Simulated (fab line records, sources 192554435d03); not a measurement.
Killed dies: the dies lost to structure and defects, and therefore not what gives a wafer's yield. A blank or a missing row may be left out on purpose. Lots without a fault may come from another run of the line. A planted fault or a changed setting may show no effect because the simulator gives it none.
Problem report, 8D (eight disciplines) form, completed by code / flow n5-finfet / the parts of the form that need people (team, actions taken, sign-off) are left out

1. THE PROBLEM
Wafers without a fault read 42, standard deviation 12; killed-at-front-end at N5_PASSIVATION_PROBE_49 reads a mean of 170 on 2 wafers belonging to 2 lots. Measured from the usual mean, that is +11 standard deviations.
The first sign was on wafer L298.2 at day 15 17:49, on prober-01. The record holds 18 wafers of 7 lots with a number at this step. Rule for "out" (also "out of limits"): further than 4 standard deviations from the usual mean. Any other wafer with a number is counted as sound.

2. WHAT IT IS; WHAT IT IS NOT
question=which readings at this step | is=killed-at-front-end, defect-limited-yield, killed-dies, sort_bin_5_function, sort-n-pass, sort-yield-pct | is not=killed_at_M4_up, killed-at-contacts, killed-at-other, killed-short, sort_bin_4_leakage, sort_bin_6_memory, sort_bin_8_speed
question=which lots | is=L298, L300 | is not=L286, L293, L294, L296, L297
question=which wafers of those lots | is=L298.2, L300.5 | is not=L298.1, L298.6, L300.1, L300.4
question=read on which tools | is=prober-01, prober-02 | is not=-
question=when | is=from day 15 17:49 | is not=up to then (13 sound wafers); but 3 sound wafers of L298, L300 came after

3. THE SUSPECTS, EACH WITH WHAT RULES IT OUT
Counting: if a tool at a process step up to the reading ran every lot that is out, it stays a suspect. Sound lots after the first of them don't rule it out here, since some wafers of a struck lot are sound.
- ald-metal-04 at N5_HKMG_FIN_ALD_21 (deposits TiN, target thk 1.5 nm, pulse time 1 s, purge time 3 s): kept. It processed each lot that is out (first: L298, day 7 11:37); up to then, its last sound lot is L297 (day 7 05:05).
- rie-metal-02 at N5_MIM_BOT_ETCH_ETCH_03 (etches the open film in Cl2/BCl3, target depth 12 nm): kept. It processed each lot that is out (first: L298, day 15 08:42); up to then, its last sound lot is L297 (day 14 13:58).
- Within ald-metal-04 at N5_HKMG_FIN_ALD_21: the wafers that are out ran in chamber 2; their sound lot-mates ran in chambers 0, 1, 3.
The count leaves rie-metal-02 at N5_MIM_BOT_ETCH_ETCH_03 and ald-metal-04 at N5_HKMG_FIN_ALD_21.

4. THE CAUSE (what the simulator had put in)
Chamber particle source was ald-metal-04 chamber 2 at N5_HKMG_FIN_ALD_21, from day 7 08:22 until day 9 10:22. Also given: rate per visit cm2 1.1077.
Counting left 2 suspects, and this tool is among them.

5. SEQUENCE OF EFFECTS, ordered by route
Rows list readings where the struck wafers' mean (over those with a number) sits beyond 3 standard deviations from the usual. Scope: only readings with a usual standard deviation given in the record; hours: median across lots of the time from each lot's start at the first step in this table that gives one to its start at this step; sigmas: change in usual standard deviations.
hours=0; step=N5_PASSIVATION_PROBE_49; reading=defect-limited-yield; usual=91.0 %; on struck wafers=82.0; change=-9.0; sigmas=-6.4
hours=0; step=N5_PASSIVATION_PROBE_49; reading=killed-at-front-end; usual=42; on struck wafers=170; change=+128; sigmas=+11
hours=0; step=N5_PASSIVATION_PROBE_49; reading=killed-dies; usual=107; on struck wafers=212; change=+106; sigmas=+6.2
hours=0; step=N5_PASSIVATION_PROBE_49; reading=sort_bin_5_function; usual=5.3 %; on struck wafers=11.2; change=+5.9; sigmas=+6.4
hours=0; step=N5_PASSIVATION_PROBE_49; reading=sort-n-pass; usual=1073; on struck wafers=968; change=-106; sigmas=-6.2
hours=0; step=N5_PASSIVATION_PROBE_49; reading=sort-yield-pct; usual=90.9 %; on struck wafers=82.0; change=-8.9; sigmas=-6.4
It contains these process steps:
- N5_PASSIVATION_PROBE_49

6. HOW IT WOULD HAVE BEEN CAUGHT EARLIER
In this record no reading fell out of limits until day 15 17:49, 201 hours after the fault had begun at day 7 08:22.
Of the tool readings at N5_HKMG_FIN_ALD_21 for which the record gives a usual standard deviation, none was out on any struck wafer, so an alarm limit of 4 standard deviations on them would not have fired.
Each of the lots that are out, 2 in all, had begun N5_HKMG_FIN_ALD_21 on ald-metal-04 no later than day 15 17:49. None of them would have been spared by holding the tool at that moment.
